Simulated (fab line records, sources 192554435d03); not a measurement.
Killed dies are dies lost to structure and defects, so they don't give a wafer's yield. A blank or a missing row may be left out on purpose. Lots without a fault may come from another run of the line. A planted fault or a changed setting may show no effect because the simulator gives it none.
One fault seen from 3 desks | flow n5_finfet | each desk has only its own numbers; what lay behind them comes last

THE TOOL OWNER'S DESK: litho_track-05
The tool's own readings at N5_BEOL_M0_CUTY_COAT_50 (time 60 s, resist thk 15 nm): means of the sampled wafers that have a number, for each lot that ran on this tool. A lot is out of limits, marked OUT, if its mean lies more than 4 standard deviations from the usual mean; the brackets give that distance.
Columns: A = dispense_pressure_kPa at N5_BEOL_M0_CUTY_COAT_50, usual 52.8 kPa; B = spin_speed_rpm at N5_BEOL_M0_CUTY_COAT_50, usual 1500.1 rpm
lot  | first seen here | A    | B
L562 | day 7 22:46     | 50.9 | 1500.4
L563 | day 8 06:30     | 50.9 | 1498.7
L568 | day 9 17:13     | 50.8 | 1647.3 (+99 or more) OUT
L569 | day 9 22:34     | 50.8 | 1648.6 (+99 or more) OUT
This desk's finding: out of limits on L568, L569; first on L568, day 9 17:13 (spin_speed_rpm at N5_BEOL_M0_CUTY_COAT_50). In limits: L562, L563.

THE DEFECT DESK
What the inspections along the route counted, lot by lot: means of the sampled wafers that have a number. A lot is out of limits, marked OUT, if its mean lies more than 4 standard deviations from the usual mean; the brackets give that distance.
Columns: A = raw_defect_count at N5_BEOL_M0_SAQP_INSPECT_42, usual 355
lot  | first seen here | A
L562 | day 7 21:41     | 276
L563 | day 8 05:28     | 346
L567 | day 9 11:59     | 269
L568 | day 9 16:08     | 370
L569 | day 9 21:35     | 379
L574 | day 11 01:59    | 259
This desk's finding: nothing out of limits on any of the 6 lots.

THE METROLOGY DESK
What the gauges read, lot by lot, whatever tool the lot ran on: means of the sampled wafers that have a number. A lot is out of limits, marked OUT, if its mean lies more than 4 standard deviations from the usual mean; the brackets give that distance. Of its 12 readings 7 are shown: those that lie furthest out on some lot.
Columns: A = M0_CUT1_OVL at N5_BEOL_M0_SAQP_OVL_MEAS_41, usual 0.1 nm; B = DIBL_P at N5_BEOL_M4_RC_MEAS_101, usual 36.6 mV/V; C = IOFF_N at N5_BEOL_M4_RC_MEAS_101, usual 0.16 nA/um; D = ION_N at N5_BEOL_M4_RC_MEAS_101, usual 675 uA/um; E = ION_P at N5_BEOL_M4_RC_MEAS_101, usual 460 uA/um; F = VT_N at N5_BEOL_M4_RC_MEAS_101, usual 249 mV; G = VT_P at N5_BEOL_M4_RC_MEAS_101, usual -252 mV
lot  | first seen here | A    | B    | C    | D   | E   | F   | G
L562 | day 7 21:36     | 0.7  | 36.2 | 0.15 | 670 | 455 | 249 | -253
L563 | day 8 05:23     | -0.5 | 36.0 | 0.13 | 660 | 454 | 254 | -253
L567 | day 9 11:54     | 0.9  | 37.9 | 0.17 | 666 | 452 | 249 | -253
L568 | day 9 16:03     | 0.2  | 35.1 | 0.15 | 663 | 443 | 251 | -259
L569 | day 9 21:29     | -1.0 | 33.6 | 0.13 | 655 | 446 | 254 | -256
L574 | day 11 01:54    | -0.2 | 37.2 | 0.21 | 688 | 470 | 244 | -246
This desk's finding: nothing out of limits on any of the 6 lots.

PUT TOGETHER
The tool owner's desk could have raised an alarm at day 9 17:13, on L568, L569.
The defect desk saw nothing out of limits.
The metrology desk saw nothing out of limits.
The defect desk has L568, L569 on record, within its limits.
The metrology desk has L568, L569 on record, within its limits.
Of the lots named, all ran N5_BEOL_M0_CUTY_COAT_50 on litho_track-05.

WHAT THE SIMULATOR HAD PUT IN
Process parameter drift: litho_track-05, from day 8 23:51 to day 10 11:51, at N5_BEOL_M0_CUTY_COAT_50. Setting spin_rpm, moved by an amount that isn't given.
Lots struck among those shown: L568, L569.
Hours from the fault's start to each desk's first reading out of limits: the tool owner's desk, 17.
